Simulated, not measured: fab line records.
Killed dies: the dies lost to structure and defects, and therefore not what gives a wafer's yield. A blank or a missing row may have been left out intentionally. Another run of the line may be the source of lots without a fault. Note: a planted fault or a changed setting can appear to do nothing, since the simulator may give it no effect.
Matching of chambers    flow n5 finfet    N5_BEOL_M3_VIA_ETCH_34 on rie diel-03 has 4 sister chambers
The step etches the open film in C4F6/O2, target depth 69.4 nm, time 65.9 s. 22 wafers are shown with their chamber, then 11 later ones without.

## WAFERS, EACH WITH ITS CHAMBER
wafer   chamber  drypump motor current A (A)  showerhead plenum p Torr (Torr)  throttle valve pct (%)
L075.2  1        5.7                          2.93                             30.8
L075.3  2        5.7                          2.80                             30.9
L075.5  0        6.2                          2.92                             31.2
L081.2  3        6.3                          2.90                             30.2
L081.5  3        6.3                          2.90                             30.2
L081.6  2        5.7                          2.79                             30.9
L082.1  3        6.3                          2.90                             30.2
L082.5  0        6.2                          2.91                             31.1
L082.6  3        6.3                          2.90                             30.2
L084.1  3        6.3                          2.90                             30.2
L084.3  1        5.7                          2.92                             30.8
L084.6  1        5.7                          2.92                             30.8
L085.1  1        5.7                          2.92                             30.8
L085.3  2        5.7                          2.79                             30.9
L085.6  3        6.3                          2.90                             30.2
L090.2  3        6.3                          2.89                             30.2
L090.4  1        5.7                          2.92                             30.8
L090.6  1        5.7                          2.92                             30.8
L089.1  0        6.2                          2.91                             30.9
L089.3  3        6.3                          2.89                             30.2
L089.5  3        6.4                          2.89                             30.2
L092.4  0        6.2                          2.91                             30.9

SIGNATURES (averages over the wafers above)
reading                   chamber 0  chamber 1  chamber 2  chamber 3  scatter within a chamber
drypump motor current A   6.200      5.700      5.700      6.311      0.0222
showerhead plenum p Torr  2.9125     2.9217     2.7933     2.8967     0.00486
throttle valve pct        31.025     30.800     30.900     30.200     0.0612
Rule: distance of a wafer from a chamber = root of the sum over the readings of ((wafer's reading minus chamber's mean) / reading's scatter) squared. If the next closest chamber is less than 2 further off than the closest, the wafer can't be placed; otherwise it belongs to the closest. How the scatter is found: for the shown wafers, subtract from each reading the mean of its chamber, square and add these, divide the total by (wafers less chambers), then take the root.

## WAFERS MISSING THEIR CHAMBER
wafer   drypump motor current A (A)  showerhead plenum p Torr (Torr)  throttle valve pct (%)
L092.5  6.2                          2.91                             30.9
L092.6  6.3                          2.89                             30.2
L094.2  5.7                          2.78                             30.9
L094.4  6.2                          2.90                             30.9
L094.6  5.7                          2.78                             30.9
L095.1  5.7                          2.92                             30.8
L095.4  6.2                          2.90                             30.9
L095.5  6.3                          2.89                             30.2
L097.4  6.3                          2.89                             30.2
L097.5  6.2                          2.90                             30.9
L097.6  6.3                          2.89                             30.2

## WHICH CHAMBER EACH WENT THROUGH
wafer   from the rows above  in truth
L092.5  0                    0
L092.6  3                    3
L094.2  2                    2
L094.4  0                    0
L094.6  2                    2
L095.1  1                    1
L095.4  0                    0
L095.5  3                    3
L097.4  3                    3
L097.5  0                    0
L097.6  3                    3
Placed correctly: 11 of 11. Can't be placed from these rows: 0. Wrongly placed: 0.
